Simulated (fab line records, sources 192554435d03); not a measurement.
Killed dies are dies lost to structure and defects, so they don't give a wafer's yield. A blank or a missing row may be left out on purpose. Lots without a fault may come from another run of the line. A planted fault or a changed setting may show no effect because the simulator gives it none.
Split-lot experiment | flow n5_finfet | 7 lots, 21 wafers read, on a route of 1938 steps

THE SPLIT
At N5_SD_EPI_P_COAT_34 (time 60 s, resist thk 350 nm), the setting spin_rpm was moved away from the recipe's 1500 rpm on 5 of the 21 wafers read, by -5.2% to +7.1%. The other wafers ran this setting at the recipe's value.

The reading is taken at the split's own step.

THE READING
SOC_of_SD_EPI_P_COAT_34.thk_nm (the simulator's own value, which no gauge read), in nm, at N5_SD_EPI_P_COAT_34 (time 60 s, resist thk 350 nm). The file gives no usual value for it. The 16 wafers here that ran the recipe average 349.9 nm, standard deviation 0.92 nm.

wafer  | tool, chamber at the split | spin_rpm as run, rpm | against the recipe | SOC_of_SD_EPI_P_COAT_34.thk_nm, nm | against lot-mates on the recipe
L077.2 | litho_track-02, 0          | 1500                 | recipe             | 351                                | -
L077.3 | litho_track-02, 0          | 1500                 | recipe             | 351.6                              | -
L077.4 | litho_track-02, 0          | 1500                 | recipe             | 350.8                              | -
L084.1 | litho_track-02, 0          | 1500                 | recipe             | 349.8                              | -
L084.2 | litho_track-02, 0          | 1500                 | recipe             | 348.4                              | -
L084.4 | litho_track-02, 0          | 1606                 | +7.1%              | 338.4                              | -10.7
L086.2 | litho_track-05, 0          | 1500                 | recipe             | 349.2                              | -
L086.4 | litho_track-05, 0          | 1500                 | recipe             | 349.2                              | -
L086.6 | litho_track-05, 0          | 1500                 | recipe             | 348.6                              | -
L087.1 | litho_track-02, 0          | 1500                 | recipe             | 349.4                              | -
L087.2 | litho_track-02, 0          | 1594                 | +6.3%              | 340                                | -9.6
L087.6 | litho_track-02, 0          | 1500                 | recipe             | 349.8                              | -
L093.4 | litho_track-05, 0          | 1500                 | recipe             | 349.2                              | -
L093.5 | litho_track-05, 0          | 1500                 | recipe             | 350.2                              | -
L093.6 | litho_track-05, 0          | 1500                 | recipe             | 351.6                              | -
L096.2 | litho_track-02, 0          | 1500                 | recipe             | 349.8                              | -
L096.4 | litho_track-02, 0          | 1553                 | +3.5%              | 343.6                              | -6.3
L096.6 | litho_track-02, 0          | 1500                 | recipe             | 350                                | -
L097.1 | litho_track-03, 0          | 1500                 | recipe             | 349.6                              | -
L097.3 | litho_track-03, 0          | 1422                 | -5.2%              | 359.2                              | +9.6
L097.4 | litho_track-03, 0          | 1422                 | -5.2%              | 360                                | +10.4

THE FIT
A straight line over all 21 wafers: SOC_of_SD_EPI_P_COAT_34.thk_nm changes by -1.72 nm for each +1% of spin_rpm; r = -0.98; the points scatter about the line by 0.92 nm.
The same after taking each lot's own level away (the mean of its wafers on the recipe; 21 wafers): -1.69 nm for each +1%; r = -0.99; scatter 0.71 nm.
On that fit, the largest move of spin_rpm shifts the reading by 12 nm.
The lots' own levels span 349.00 to 351.13 nm, that is 2.3 times the standard deviation above.
So the lot-to-lot level changes the slope little: the two slopes agree.
Check: with one of the wafers moved furthest among these (+7.1%) left out of the fit, the line predicts -12.3 nm for it against its lot-mates. It came out at -10.7 nm against them.

THE FILE'S OWN FIT
SOC_of_SD_EPI_P_COAT_34.thk_nm changes by -1.63 nm for each +1% of spin_rpm, r = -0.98.
